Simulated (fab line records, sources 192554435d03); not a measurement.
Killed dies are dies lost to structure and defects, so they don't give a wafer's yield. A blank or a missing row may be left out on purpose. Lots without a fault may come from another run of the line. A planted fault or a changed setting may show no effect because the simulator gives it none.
fab line records | flow n5_finfet
record lots=7 wafers=39
route steps=1938 shown BEOL_M11@1599 MIM_BOT_ETCH@1866
start_h: hours from the record's first day to the start of the lot's first wafer shown | wait_h: hours since the lot's step before | " the same as in the row above | L1.1+2: a row that stands for several wafers | - no value, or no start given | * or withheld: withheld | < > ~ a bound
route shown NAME@n: a module of which the file shows steps, and the number in the route of the first | usual: mean/standard deviation of fault-free wafers | same: alike in all rows | chamber/n: place in a boat | sites: the reading at each site | _std_site: their standard deviation | _edge_site: outer sites' mean less inner sites' | radius_mm: how far each site lies from the wafer's centre | mask NAME#n: copy n | behind: the tool/chamber that last shaped the wafer | hold: why the lot was held/for how many hours/how that ended | device: the transistor (n, p or np) that didn't switch | end of line: the same wafers' tests at the end of the route | a step without rows: its recipe alone | killed: dies lost to structure and defects at the first sort, not the wafer's yield | map: a wafer's dies, x killed, . not, _ none there
set.NAME: the setting as run; set.NAME@STEP: as run at that earlier step | model.NAME: the simulator's own value behind a step, which no gauge read
lots whose settings were changed on purpose; a table a step, a row a wafer
## steps
# step N5_BEOL_M11_DEP_56
# recipe material=SiCN target_thk_a=300 temp_c=withheld precursor=3MS/NH3 pressure_torr=3 rf_w=675 time_s=10.5
# columns lot.wafer tool chamber start_h wait_h set.time_s model.SiCN_of_BEOL_M11_DEP_56.thk_nm
L082.1 pecvd-04 1 264.47 0.0 10.5 30
L082.2 " 2 " " 14.53 40.6
L082.3 " 0 " " 14.53 41
L082.4 " 1 " " 10.5 30.6
L082.5 " 0 " " 10.5 30.4
L082.6 " 2 " " 14.53 41.4
L085.1 pecvd-04 0 294.90 0.0 10.5 29.4
L085.2 " 1 " " 8.242 23.6
L085.3 " 2 " " 8.242 23.2
L085.4 " 2 " " 10.5 30.4
L085.5 " 0 " " 10.5 30.2
L085.6 " 1 " " 8.242 24.2
L090.1 pecvd-02 2 320.64 0.0 10.5 30
L090.2 " 0 " " 10.5 29.8
L090.3 " 1 " " 10.5 29.6
L090.4 " 1 " " 5.288 15.8
L090.5 " 0 " " 5.288 15.2
L090.6 " 2 " " 5.288 15.4
L089.1+2 pecvd-01 0,1 322.35 0.0 10.5 30.4
L089.3 " 2 " " 10.5 29.8
L089.4 " 2 " " 10.5 30.2
L089.5+6 " 0,1 " " 10.5 30.8
L091.1 pecvd-04 0 334.09 0.0 13.09 37
L091.2 " 1 " " 10.5 30.4
L091.3 " 2 " " 10.5 30
L091.4 " 0 " " 10.5 30.2
L091.5+6 " 1,2 " " 13.09 37.8
L093.2 pecvd-04 0 339.40 0.0 10.5 30
L093.3 " 2 " " 10.5 30.2
L093.6 " 0 " " 10.5 30.8
L094.1 pecvd-04 0 345.79 0.0 12.36 35.4
L094.2 " 2 " " 10.5 30
L094.3 " 1 " " 12.36 35.8
L094.4 " 2 " " 10.5 30.6
L094.5 " 0 " " 10.5 30.8
L094.6 " 1 " " 12.36 36.2
# step N5_MIM_BOT_ETCH_ETCH_04
# recipe chemistry=CF4/O2 target=SiNx target_depth_a=260 time_s=13 ion_energy_ev=100 pressure_mtorr=40 source_w=535 bias_w=49 Ar_flow_sccm=100 cf4_flow_sccm=100 O2_flow_sccm=10
# columns lot.wafer tool chamber start_h wait_h set.time_s model.etch.depth_nm model.MIM_BOT_ETCH.cd_offset_nm
L082.1 rie_diel-06 1 296.19 0.0 17.3 34.97 -0.4
L082.2 " 0 " " 13 25.66 0
L082.3 " 2 " " 17.3 34.37 -0.2
L082.4 " 3 " " 13 25.91 0
L082.5 " 3 " " 17.3 34.85 -0.6
L082.6 " 0 " " 13 25.9 0
L085.1 rie_diel-02 3 323.80 0.0 13 26.11 0
L085.2 " 2 " " 13 24.83 -0.2
L085.3 " 1 " " 19.32 39.04 -0.6
L085.4 " 3 " " 13 26.16 0
L085.5 " 2 " " 19.32 37.11 -0.6
L085.6 " 1 " " 19.32 39.1 -0.8
L090.1 rie_diel-06 1 344.36 0.0 8.611 17.7 0.4
L090.2 " 2 " " 13 25.01 0
L090.3 " 3 " " 8.611 16.93 0.2
L090.4 " 1 " " 8.611 17.62 0.4
L090.5 " 3 " " 13 25.77 -0.2
L090.6 " 2 " " 13 25.08 0
L089.1 rie_diel-06 1 347.13 0.0 15.54 32.1 -0.2
L089.2 " 2 " " 15.54 30.33 -0.4
L089.3 " 0 " " 13 25.52 -0.2
L089.4 " 3 " " 15.54 30.91 -0.4
L089.5 " 1 " " 13 27 0
L089.6 " 2 " " 13 25.28 0
L093.2 rie_diel-06 0 366.91 0.0 13 26.05 -0.2
L093.3 " 1 " " 13 26.91 0
L093.6 " 3 " " 13 26.21 -0.2
L091.1 rie_diel-02 0 371.85 0.0 13 26.19 0
L091.2 " 1 " " 13 26.55 -0.2
L091.3 " 3 " " 13 26.47 0
L091.4 " 1 " " 13 26.58 0
L091.5 " 0 " " 13 26.23 0
L091.6 " 3 " " 13 26.5 0
L094.1 rie_diel-06 0 377.65 0.0 13 25.69 0
L094.2 " 2 " " 13 25.1 0.2
L094.3 " 3 " " 13 26.05 0
L094.4 " 1 " " 13 26.87 0.2
L094.5 " 2 " " 13 25.43 0
L094.6 " 1 " " 13 26.83 0
## key
split step=N5_BEOL_M11_DEP_56 setting=time_s stated=10.5 by=wafer
response step=N5_BEOL_M11_DEP_56 reading=model.SiCN_of_BEOL_M11_DEP_56.thk_nm change=+0.288 per=1% r=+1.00
split step=N5_MIM_BOT_ETCH_ETCH_04 setting=time_s stated=13 by=wafer
response step=N5_MIM_BOT_ETCH_ETCH_04 reading=model.etch.depth_nm change=+0.257 per=1% r=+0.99
response step=N5_MIM_BOT_ETCH_ETCH_04 reading=model.MIM_BOT_ETCH.cd_offset_nm change=-0.0123 per=1% r=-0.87
